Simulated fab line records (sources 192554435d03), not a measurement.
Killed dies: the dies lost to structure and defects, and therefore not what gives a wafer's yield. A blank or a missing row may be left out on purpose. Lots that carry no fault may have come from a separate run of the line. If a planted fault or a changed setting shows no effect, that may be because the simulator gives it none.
Matching of chambers / flow n5-finfet / 4 sister chambers for N5_BEOL_M9_ETCH_65 on rie-diel-03
The step etches SiARC in CF4, target depth 15.6 nm, time 26 s. 14 wafers are shown with their chamber, then 7 later ones without.

WAFERS WITH THEIR CHAMBER
wafer=L075.1; chamber=1; showerhead-plenum-p-Torr (Torr)=2.22; drypump-motor-current-A (A)=6.1; throttle-valve-pct (%)=15.74
wafer=L075.3; chamber=3; showerhead-plenum-p-Torr (Torr)=2.27; drypump-motor-current-A (A)=6.4; throttle-valve-pct (%)=15.25
wafer=L075.6; chamber=2; showerhead-plenum-p-Torr (Torr)=2.13; drypump-motor-current-A (A)=5.4; throttle-valve-pct (%)=15.78
wafer=L079.1; chamber=3; showerhead-plenum-p-Torr (Torr)=2.27; drypump-motor-current-A (A)=6.4; throttle-valve-pct (%)=15.26
wafer=L079.4; chamber=2; showerhead-plenum-p-Torr (Torr)=2.13; drypump-motor-current-A (A)=5.5; throttle-valve-pct (%)=15.80
wafer=L079.6; chamber=3; showerhead-plenum-p-Torr (Torr)=2.27; drypump-motor-current-A (A)=6.5; throttle-valve-pct (%)=15.26
wafer=L077.1; chamber=2; showerhead-plenum-p-Torr (Torr)=2.13; drypump-motor-current-A (A)=5.5; throttle-valve-pct (%)=15.81
wafer=L077.3; chamber=1; showerhead-plenum-p-Torr (Torr)=2.22; drypump-motor-current-A (A)=6.1; throttle-valve-pct (%)=15.75
wafer=L077.6; chamber=2; showerhead-plenum-p-Torr (Torr)=2.13; drypump-motor-current-A (A)=5.5; throttle-valve-pct (%)=15.80
wafer=L088.1; chamber=2; showerhead-plenum-p-Torr (Torr)=2.12; drypump-motor-current-A (A)=5.5; throttle-valve-pct (%)=15.84
wafer=L088.4; chamber=3; showerhead-plenum-p-Torr (Torr)=2.26; drypump-motor-current-A (A)=6.4; throttle-valve-pct (%)=15.31
wafer=L088.6; chamber=1; showerhead-plenum-p-Torr (Torr)=2.22; drypump-motor-current-A (A)=6.1; throttle-valve-pct (%)=15.79
wafer=L087.1; chamber=0; showerhead-plenum-p-Torr (Torr)=2.05; drypump-motor-current-A (A)=5.1; throttle-valve-pct (%)=15.61
wafer=L087.2; chamber=2; showerhead-plenum-p-Torr (Torr)=2.12; drypump-motor-current-A (A)=5.5; throttle-valve-pct (%)=15.83

SIGNATURES (averages over the wafers above)
reading=showerhead-plenum-p-Torr; chamber 0=2.0500; chamber 1=2.2200; chamber 2=2.1267; chamber 3=2.2675; scatter within a chamber=0.00456
reading=drypump-motor-current-A; chamber 0=5.100; chamber 1=6.100; chamber 2=5.483; chamber 3=6.425; scatter within a chamber=0.0398
reading=throttle-valve-pct; chamber 0=15.6100; chamber 1=15.7600; chamber 2=15.8100; chamber 3=15.2700; scatter within a chamber=0.0245
Rule: for each reading, subtract the chamber's mean from the wafer's reading, divide by that reading's scatter and square the result; add these up over the readings and take the root, which gives the wafer's distance from the chamber. The wafer belongs to the nearest chamber; if the next one is less than 2 further off, it can't be placed. How the scatter is found: for the shown wafers, subtract from each reading the mean of its chamber, square and add these, divide the total by (wafers less chambers), then take the root.

WAFERS WITH NO CHAMBER GIVEN
wafer=L087.6; showerhead-plenum-p-Torr (Torr)=2.05; drypump-motor-current-A (A)=5.1; throttle-valve-pct (%)=15.60
wafer=L090.3; showerhead-plenum-p-Torr (Torr)=2.12; drypump-motor-current-A (A)=5.4; throttle-valve-pct (%)=15.86
wafer=L090.4; showerhead-plenum-p-Torr (Torr)=2.12; drypump-motor-current-A (A)=5.5; throttle-valve-pct (%)=15.84
wafer=L090.5; showerhead-plenum-p-Torr (Torr)=2.26; drypump-motor-current-A (A)=6.4; throttle-valve-pct (%)=15.33
wafer=L095.2; showerhead-plenum-p-Torr (Torr)=2.04; drypump-motor-current-A (A)=5.1; throttle-valve-pct (%)=15.60
wafer=L095.3; showerhead-plenum-p-Torr (Torr)=2.26; drypump-motor-current-A (A)=6.4; throttle-valve-pct (%)=15.34
wafer=L095.4; showerhead-plenum-p-Torr (Torr)=2.21; drypump-motor-current-A (A)=6.1; throttle-valve-pct (%)=15.83

WHICH CHAMBER EACH WENT THROUGH
wafer=L087.6; from the rows above=0; in truth=0
wafer=L090.3; from the rows above=2; in truth=2
wafer=L090.4; from the rows above=2; in truth=2
wafer=L090.5; from the rows above=3; in truth=3
wafer=L095.2; from the rows above=0; in truth=0
wafer=L095.3; from the rows above=3; in truth=3
wafer=L095.4; from the rows above=1; in truth=1
7 of 7 placed correctly. Can't be placed from these rows: 0. 0 placed wrongly.
